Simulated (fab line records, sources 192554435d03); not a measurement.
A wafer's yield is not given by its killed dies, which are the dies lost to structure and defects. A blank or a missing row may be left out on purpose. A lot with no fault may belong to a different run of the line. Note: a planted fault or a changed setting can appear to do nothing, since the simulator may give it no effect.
Chamber matching -- flow n5-finfet -- N5_BEOL_M7_CURE_75 on uv-cure-01: 3 sister chambers
The step cures SiCOH lowk, time 120 s. 3 wafers are shown with their chamber, then 9 later ones without.

## WAFERS PAIRED WITH THEIR CHAMBERS
wafer,chamber,wafer_temp_C_max
L077.5,2,372.2
L080.6,1,373.1
L081.6,0,372.7

## WAFERS WITH NO CHAMBER GIVEN
wafer,wafer_temp_C_max
L084.3,372.1
L084.4,372.6
L084.5,372.3
L093.2,372.1
L093.3,372.3
L093.5,372.6
L095.1,372.5
L095.4,372.6
L095.5,371.5

## WHICH CHAMBER EACH ONE RAN IN
wafer,from the rows above,in truth
L084.3,can't be placed: 2 or 0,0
L084.4,can't be placed: 0 or 2 or 1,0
L084.5,can't be placed: 2 or 0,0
L093.2,can't be placed: 2 or 0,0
L093.3,can't be placed: 2 or 0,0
L093.5,can't be placed: 0 or 2 or 1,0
L095.1,can't be placed: 0 or 2 or 1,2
L095.4,can't be placed: 0 or 2 or 1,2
L095.5,can't be placed: 2 or 0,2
Correctly placed: 0 of 9. Unplaceable from these rows: 9, with the true chamber sitting among the candidates in 9. Number placed wrongly: 0.
How it was worked out, from the rows above alone: a wafer's distance from a chamber is the root of the sum, over the readings, of the square of ((its reading less the chamber's mean) divided by the reading's scatter). The wafer belongs to the nearest chamber; if the next one is less than 2 further off, it can't be placed. For every chamber, the mean is computed from those of its wafers that are shown. The scatter: root of mean squared gap, hidden wafer to nearest shown wafer, with one shown wafer a chamber.
